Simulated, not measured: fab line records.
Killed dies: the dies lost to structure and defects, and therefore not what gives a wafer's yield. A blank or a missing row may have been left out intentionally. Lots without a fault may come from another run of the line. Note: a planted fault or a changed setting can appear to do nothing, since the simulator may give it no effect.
Matching of chambers | flow n5_finfet | N5_BEOL_M10_ETCH_65 on rie_diel-01 has 4 sister chambers
The step etches SiARC in CF4, target depth 39 nm, time 65 s. 4 wafers are shown with their chamber, then 7 later ones without.

EACH WAFER AND ITS CHAMBER
wafer  | chamber | showerhead_plenum_p_Torr (Torr)
L082.5 | 0       | 2.22
L088.6 | 3       | 2.10
L091.1 | 2       | 2.16
L091.3 | 1       | 2.03

WAFERS WHOSE CHAMBER IS MISSING
wafer  | showerhead_plenum_p_Torr (Torr)
L091.4 | 2.16
L094.2 | 2.21
L094.5 | 2.21
L094.6 | 2.16
L095.1 | 2.03
L095.3 | 2.16
L095.4 | 2.21

WHICH CHAMBER EACH ONE RAN IN
wafer  | from the rows above | in truth
L091.4 | 2                   | 2
L094.2 | 0                   | 0
L094.5 | 0                   | 0
L094.6 | 2                   | 2
L095.1 | 1                   | 1
L095.3 | 2                   | 2
L095.4 | 0                   | 0
Placed correctly: 7 of 7. Left unplaced by these rows: 0. Placed wrongly: 0.
How it was worked out, from the rows above alone: a wafer's distance from a chamber is the root of the sum, over the readings, of the square of ((its reading less the chamber's mean) divided by the reading's scatter). If the next closest chamber is less than 2 further off than the closest, the wafer can't be placed; otherwise it belongs to the closest. A chamber's mean is the mean of its shown wafers. The scatter: with one shown wafer a chamber, the root of the mean of the squares of how far each hidden wafer lies from its nearest shown one.
